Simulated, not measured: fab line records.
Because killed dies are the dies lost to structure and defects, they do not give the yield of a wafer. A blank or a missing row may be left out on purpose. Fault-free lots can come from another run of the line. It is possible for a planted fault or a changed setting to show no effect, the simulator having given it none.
Struck lot and sound lot, side by side ; flow nand harc ; 42 out of 1302 route steps
Sound: these wafers, L285.1, L285.3, L285.5. Struck: wafers L291.1, L291.5, L291.6. The cause is named last.
Order at every step that has rows: each side's tool, ch and its chambers, its first start. Under that, the readings that differ: sound wafers ; struck wafers ; difference of the means ; sigmas: that difference in standard deviations of wafers without a fault.
alike: a reading whose means differ by less than 2 such deviations, as well as words and numbers matching on both sides. not compared: withheld readings; readings where some wafer has no value; bounds like >300 that might hide an equal value; numbers whose values overlap and for which the record gives no deviation.
Wherever a step has rows on one side only, a row that says differs or no value, or a row with sigmas, the two part there. Numbers that don't overlap but have no deviation are shown without sigmas and don't part them. A reading that every wafer of one side lacks parts them only if that side has two wafers or more.

NHARC_P_GATE_STRIP_101: strips in O2, time 20 s.
  sound on rie diel-02 ch 0,1,2, day 7 02:02; struck on rie diel-02 ch 0,2,3, day 9 13:22
  alike: drypump motor current A, mfc ar sccm, oes product au, rf vpp V, showerhead plenum p Torr, throttle valve pct
  not compared: rf hours counter h
then, 11 steps without rows for these wafers: NHARC_P_GATE_PRECLEAN_97 (cleans in SPM, time 600 s); NHARC_P_GATE_SRD_98; NHARC_P_GATE_PRECLEAN_99 (cleans in SC1); NHARC_P_GATE_SRD_100; NHARC_P_GATE_DEHYDRATE_38 (time 120 s); NHARC_P_GATE_HMDS_39 (time 30 s); NHARC_P_GATE_COAT_40; NHARC_P_GATE_SOFTBAKE_41 (time 95 s); NHARC_P_GATE_EBR_42; NHARC_P_GATE_EXPOSE_43 (exposes mask P NSD, target cd 720 nm); NHARC_P_GATE_PEB_44 (peb time 85 s).
NHARC_P_GATE_DEVELOP_45: time 70 s.
  sound on litho track-03 ch 0, day 7 02:00; struck on litho track-03 ch 0, day 9 14:00
then, 1 step without rows for these wafers: NHARC_P_GATE_HARDBAKE_47 (time 80 s).
NHARC_P_GATE_DESCUM_48: chemistry O2, time 3 s.
  sound on rie diel-02 ch 1,2,3, day 7 02:59; struck on rie diel-09 ch 0,1, day 9 14:27
reading;sound;struck;difference;sigmas
model.P_GATE.cd nm (nm);716.2 717.2 715.7;115.7 117.6 113.2;-600.9;
  alike: drypump motor current A, mfc ar sccm, oes product au, rf vpp V, showerhead plenum p Torr, throttle valve pct
  not compared: rf hours counter h
following that, these wafers have no rows for 1 step: NHARC_P_GATE_IMPLANT_49.
NHARC_P_GATE_STRIP_111: strips in N2/H2, time 250 s.
  sound on plasma asher-01 ch 0,1, day 7 03:22; struck on plasma asher-02 ch 0,1, day 9 14:48
reading;sound;struck;difference;sigmas
rf refl power W (W);17 14 14;26 25 23;+10;+2
  alike: drypump motor current A, heater power w
  not compared: rf hours counter h
then, 11 steps without rows for these wafers: NHARC_P_GATE_STRIP_75 (strips in O2); NHARC_P_GATE_STRIP_50 (strips in SPM, time 900 s); NHARC_P_GATE_DEHYDRATE_51 (time 120 s); NHARC_P_GATE_HMDS_52 (time 30 s); NHARC_P_GATE_COAT_53; NHARC_P_GATE_SOFTBAKE_54 (time 95 s); NHARC_P_GATE_EBR_55; NHARC_P_GATE_EXPOSE_56 (exposes mask P PSD, target cd 720 nm); NHARC_P_GATE_PEB_57 (peb time 85 s); NHARC_P_GATE_DEVELOP_58 (time 70 s); NHARC_P_GATE_HARDBAKE_60 (time 80 s).
NHARC_P_GATE_DESCUM_61: chemistry O2, time 3 s.
  sound on rie diel-02 ch 2,3, day 7 04:48; struck on rie diel-09 ch 0,1, day 9 16:04
  alike: drypump motor current A, mfc ar sccm, oes product au, rf vpp V, showerhead plenum p Torr, throttle valve pct
  not compared: rf hours counter h
following that, these wafers have no rows for 1 step: NHARC_P_GATE_IMPLANT_62.
NHARC_P_GATE_STRIP_112: strips in N2/H2, time 200 s.
  sound on plasma asher-01 ch 1, day 7 05:10; struck on plasma asher-02 ch 0,1, day 9 16:26
reading;sound;struck;difference;sigmas
rf refl power W (W);14 14 13;21 21 26;+9;+2
  alike: drypump motor current A, heater power w
  not compared: rf hours counter h
NHARC_P_GATE_STRIP_76: strips in O2.
  sound on plasma asher-01 ch 1, day 7 05:25; struck on plasma asher-02 ch 0,1, day 9 16:41
  alike: drypump motor current A, heater power w, rf refl power W
  not compared: rf hours counter h
then, 8 steps without rows for these wafers: NHARC_P_GATE_STRIP_63 (strips in SPM, time 900 s); NHARC_P_GATE_DEHYDRATE_83 (time 120 s); NHARC_P_GATE_HMDS_84 (time 30 s); NHARC_P_GATE_COAT_85; NHARC_P_GATE_SOFTBAKE_86 (time 95 s); NHARC_P_GATE_EBR_87; NHARC_P_GATE_EXPOSE_88 (exposes mask P HVN, target cd 2000 nm); NHARC_P_GATE_PEB_89 (peb time 85 s).
NHARC_P_GATE_DESCUM_93: chemistry O2, time 3 s.
  sound on rie diel-01 ch 1,3, day 7 06:31; struck on rie diel-02 ch 0,2,3, day 9 17:47
reading;sound;struck;difference;sigmas
model.P_GATE.cd nm (nm);1998 1997 1998;115.7 117.6 113.2;-1882.2;
  alike: drypump motor current A, mfc ar sccm, oes product au, rf vpp V, showerhead plenum p Torr, throttle valve pct
  not compared: rf hours counter h
-- jump in the record: it breaks off in module P_GATE and resumes in module END (first step shown: number 1302 of the route), and 18 days separate the struck wafers' starts before and after --
NHARC_END_SORT_01:
  here the record holds rows for the struck wafers (prober-01 ch 0, day 28 05:22) but none for the sound ones

## WHERE THEY PART
First at NHARC_P_GATE_STRIP_111; last, within this record, at NHARC_END_SORT_01.

WHY: the cause the simulator had injected
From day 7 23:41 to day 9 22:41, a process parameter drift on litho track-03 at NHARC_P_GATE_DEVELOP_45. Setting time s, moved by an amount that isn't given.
